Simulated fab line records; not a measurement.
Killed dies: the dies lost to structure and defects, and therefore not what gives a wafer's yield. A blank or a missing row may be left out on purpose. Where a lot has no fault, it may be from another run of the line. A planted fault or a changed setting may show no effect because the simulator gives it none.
Split-lot study ; flow n5Finfet ; 21 wafers read across 7 lots, on a route 1938 steps long

## ABOUT THE SPLIT
At N5_ILD0_PRECLEAN_10 (cleans in NF3:NH3, afs cycles 5, time 20 s, sublimation time 60 s), the setting timeS was moved away from the recipe's 20 s on 10 of the 21 wafers read, by -14.0% to +22.0%. This setting was run at the recipe's value on the other wafers.

Reading taken at the split's own step.

## THE READING
SiO2_flowable_of_ILD0_FCVD_FILL_01.thkNm (the simulator's own value, which no gauge read), in nm, at N5_ILD0_PRECLEAN_10 (cleans in NF3:NH3, afs cycles 5, time 20 s, sublimation time 60 s). The file does not state a usual value for it. The 11 wafers here that ran the recipe average 119.8 nm, standard deviation 0.76 nm.

wafer;tool, chamber at the split;timeS as run, s;against the recipe;SiO2_flowable_of_ILD0_FCVD_FILL_01.thkNm, nm;against lot-mates on the recipe
L075.2;remotePlasma-02, 1;20;recipe;120.4;-
L075.3;remotePlasma-02, 1;21.16;+5.8%;119.2;-1.2
L075.4;remotePlasma-02, 1;21.16;+5.8%;119.2;-1.2
L077.3;remotePlasma-01, 0;22.9;+14.5%;116.8;-1.4
L077.4;remotePlasma-01, 0;22.9;+14.5%;117.4;-0.8
L077.6;remotePlasma-01, 0;20;recipe;118.2;-
L080.3;remotePlasma-02, 0;18.31;-8.5%;121.4;+0.8
L080.4;remotePlasma-02, 0;20;recipe;121;-
L080.6;remotePlasma-02, 0;20;recipe;120.2;-
L084.1;remotePlasma-02, 1;24.41;+22.0%;117.6;-1.6
L084.3;remotePlasma-02, 1;20;recipe;119.2;-
L084.5;remotePlasma-02, 1;24.41;+22.0%;117.8;-1.4
L092.1;remotePlasma-01, 0;20;recipe;120;-
L092.3;remotePlasma-01, 0;20;recipe;120;-
L092.6;remotePlasma-01, 0;24.41;+22.0%;116.8;-3.2
L095.1;remotePlasma-01, 0;20;recipe;119.8;-
L095.3;remotePlasma-01, 0;20;recipe;118.8;-
L095.6;remotePlasma-01, 0;20;recipe;120;-
L096.2;remotePlasma-02, 1;20;recipe;120.4;-
L096.3;remotePlasma-02, 1;17.2;-14.0%;123;+2.6
L096.4;remotePlasma-02, 1;17.2;-14.0%;122.4;+2.0

THE FIT
A straight line over all 21 wafers: SiO2_flowable_of_ILD0_FCVD_FILL_01.thkNm changes by -0.146 nm for each +1% of timeS; r = -0.90; the points scatter about the line by 0.76 nm.
The same after taking each lot's own level away (the mean of its wafers on the recipe; 21 wafers): -0.108 nm for each +1%; r = -0.90; scatter 0.56 nm.
Per that fit: largest timeS move, reading shift of 2.4 nm.
Measured against the standard deviation above, the lots' own levels, which go from 118.20 to 120.60 nm, span 3.2 times it.
So the lot-to-lot level changes the slope: the two fits differ.
Check: with one of the wafers moved furthest among these (+22.0%) left out of the fit, the line predicts -2.46 nm for it against its lot-mates. It came out at -1.6 nm against them.

## THE OTHER SPLITS THESE WAFERS WENT THROUGH
Other splits were also applied to these wafers ahead of the reading. Each is held against what the fit with the lots' levels taken away leaves over:
other split on the same wafers;wafers away from the commonest value;r with SiO2_flowable_of_ILD0_FCVD_FILL_01.thkNm (lot level and that fit taken away)
N5_FIN_SAQP_HM_DEP_03 timeS;7;-0.03
N5_FIN_SAQP_COAT_10 spinRpm;10;-0.20
N5_FIN_SAQP_ETCH_64 biasW;9;+0.27
N5_DUMMY_GATE_COAT_28 spinRpm;3;-0.18
N5_DUMMY_GATE_COAT_09 spinRpm;11;+0.39
N5_SD_EPI_N_ETCH_45 targetDepthA;10;+0.00
N5_SD_EPI_N_EPI_21 timeS;9;-0.40

## FILE'S OWN FIT
SiO2_flowable_of_ILD0_FCVD_FILL_01.thkNm changes by -0.112 nm for each +1% of timeS, r = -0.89.
